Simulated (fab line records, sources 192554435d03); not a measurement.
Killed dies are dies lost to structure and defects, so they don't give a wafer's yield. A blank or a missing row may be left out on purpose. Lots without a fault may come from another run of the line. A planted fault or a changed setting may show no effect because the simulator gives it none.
Split-lot experiment | flow n5_finfet | 7 lots, 39 wafers read, on a route of 1938 steps

THE SPLIT
At N5_BEOL_M4_ILD_DEP_00 (deposits SiOC from DEMS/O2, target thk 79 nm, time 15.3 s), the setting time_s was moved away from the recipe's 15.3 s on 15 of the 39 wafers read, by -38.3% to +45.2%. The other wafers ran this setting at the recipe's value.

The file shows no step between the split and the reading.

THE READING
M4_ILD_THK, in nm, at N5_BEOL_M4_THK_MEAS_01. Fault-free wafers of this fab line usually give 78.9 nm, standard deviation 1.2 nm.

wafer  | tool, chamber at the split | time_s as run, s | against the recipe | M4_ILD_THK, nm | against lot-mates on the recipe
L078.1 | pecvd-02, 2                | 15.3             | recipe             | 77.1           | -
L078.2 | pecvd-02, 0                | 15.3             | recipe             | 78.0           | -
L078.3 | pecvd-02, 2                | 22.21            | +45.2%             | 113.7          | +35.6
L078.4 | pecvd-02, 0                | 15.3             | recipe             | 79.3           | -
L078.5 | pecvd-02, 2                | 22.21            | +45.2%             | 114.3          | +36.2
L078.6 | pecvd-02, 0                | 22.21            | +45.2%             | 114.7          | +36.6
L084.1 | pecvd-02, 0                | 15.3             | recipe             | 77.3           | -
L084.2 | pecvd-02, 1                | 15.3             | recipe             | 77.4           | -
L084.3 | pecvd-02, 2                | 15.3             | recipe             | 76.4           | -
L084.4 | pecvd-02, 2                | 15.3             | recipe             | 76.7           | -
L084.5 | pecvd-02, 0                | 15.3             | recipe             | 79.6           | -
L084.6 | pecvd-02, 1                | 15.3             | recipe             | 78.6           | -
L085.1 | pecvd-02, 1                | 15.3             | recipe             | 77.4           | -
L085.2 | pecvd-02, 2,0              | 9.441            | -38.3%             | 48.1           | -30.2
L085.3 | pecvd-02, 2,0              | 9.441            | -38.3%             | 48.1           | -30.2
L085.4 | pecvd-02, 2                | 15.3             | recipe             | 78.0           | -
L085.5 | pecvd-02, 1                | 15.3             | recipe             | 79.5           | -
L085.6 | pecvd-02, 0                | 9.441            | -38.3%             | 48.2           | -30.1
L091.1 | pecvd-04, 1                | 15.3             | recipe             | 78.2           | -
L091.2 | pecvd-04, 2                | 17.87            | +16.8%             | 91.6           | +12.2
L091.3 | pecvd-04, 2                | 17.87            | +16.8%             | 93.4           | +14.0
L091.4 | pecvd-04, 1                | 15.3             | recipe             | 80.1           | -
L091.5 | pecvd-04, 1                | 17.87            | +16.8%             | 92.3           | +12.9
L091.6 | pecvd-04, 2                | 15.3             | recipe             | 79.9           | -
L093.1 | pecvd-03, 1                | 22.09            | +44.4%             | 111.7          | +33.3
L093.2 | pecvd-03, 2,1              | 15.3             | recipe             | 79.2           | -
L093.3 | pecvd-03, 0                | 15.3             | recipe             | 76.8           | -
L093.4 | pecvd-03, 2                | 22.09            | +44.4%             | 115.7          | +37.3
L093.5 | pecvd-03, 2,1              | 15.3             | recipe             | 79.2           | -
L093.6 | pecvd-03, 0                | 22.09            | +44.4%             | 113.7          | +35.3
L095.1 | pecvd-04, 1                | 15.3             | recipe             | 77.3           | -
L095.2 | pecvd-04, 0                | 10.28            | -32.8%             | 53.1           | -25.6
L095.3 | pecvd-04, 2                | 10.28            | -32.8%             | 52.9           | -25.8
L095.4 | pecvd-04, 0                | 10.28            | -32.8%             | 54.9           | -23.8
L095.5 | pecvd-04, 1                | 15.3             | recipe             | 79.1           | -
L095.6 | pecvd-04, 2                | 15.3             | recipe             | 79.7           | -
L097.1 | pecvd-03, 1                | 15.3             | recipe             | 78.6           | -
L097.5 | pecvd-03, 2                | 15.3             | recipe             | 80.5           | -
L097.6 | pecvd-03, 1                | 15.3             | recipe             | 80.1           | -
Where a row lists several chambers, the file gives one row for several wafers and doesn't say which wafer went through which chamber.

THE FIT
A straight line over all 39 wafers: M4_ILD_THK changes by +0.788 nm for each +1% of time_s; r = +1.00; the points scatter about the line by 1.2 nm.
The same after taking each lot's own level away (the mean of its wafers on the recipe; 39 wafers): +0.789 nm for each +1%; r = +1.00; scatter 1 nm.
On that fit, the largest move of time_s shifts the reading by 36 nm.
The lots' own levels span 77.67 to 79.73 nm, that is 1.7 times the standard deviation above.
So the lot-to-lot level changes the slope little: the two slopes agree.
Check: with one of the wafers moved furthest among these (+45.2%) left out of the fit, the line predicts +35.7 nm for it against its lot-mates. It came out at +35.6 nm against them.

OTHER SPLITS ON THESE WAFERS
These wafers also went through other splits before the reading. Each is held against what the fit with the lots' levels taken away leaves over:
other split on the same wafers          | wafers away from the commonest value | r with M4_ILD_THK (lot level and that fit taken away)
N5_FIN_SAQP_HM_DEP_03 target_thk_a      | 12                                   | +0.16
N5_FIN_CUT_CUT_ETCH_26 target_depth_a   | 18                                   | -0.07
N5_SD_EPI_N_ETCH_45 target_depth_a      | 12                                   | -0.03
N5_MOL_CONTACT_COAG_ALD_27 time_s       | 15                                   | -0.11
N5_BEOL_M0_SAQP_ETCH_106 target_depth_a | 18                                   | +0.15

THE WHOLE CHAIN: every reading that the file lists as answering this split, in the file's order
step                   | what it does                                              | reading                                                                            | change (the file's fit)              | r (the file's)
N5_BEOL_M4_ILD_DEP_00  | deposits SiOC from DEMS/O2, target thk 79 nm, time 15.3 s | SiOC_of_BEOL_M4_ILD_DEP_00.thk_nm (the simulator's own value, which no gauge read) | +0.79 nm for each +1% of the setting | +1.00
N5_BEOL_M4_THK_MEAS_01 |                                                           | M4_ILD_THK                                                                         | +0.789 for each +1% of the setting   | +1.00

THE FILE'S OWN FIT
M4_ILD_THK changes by +0.789 nm for each +1% of time_s, r = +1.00.
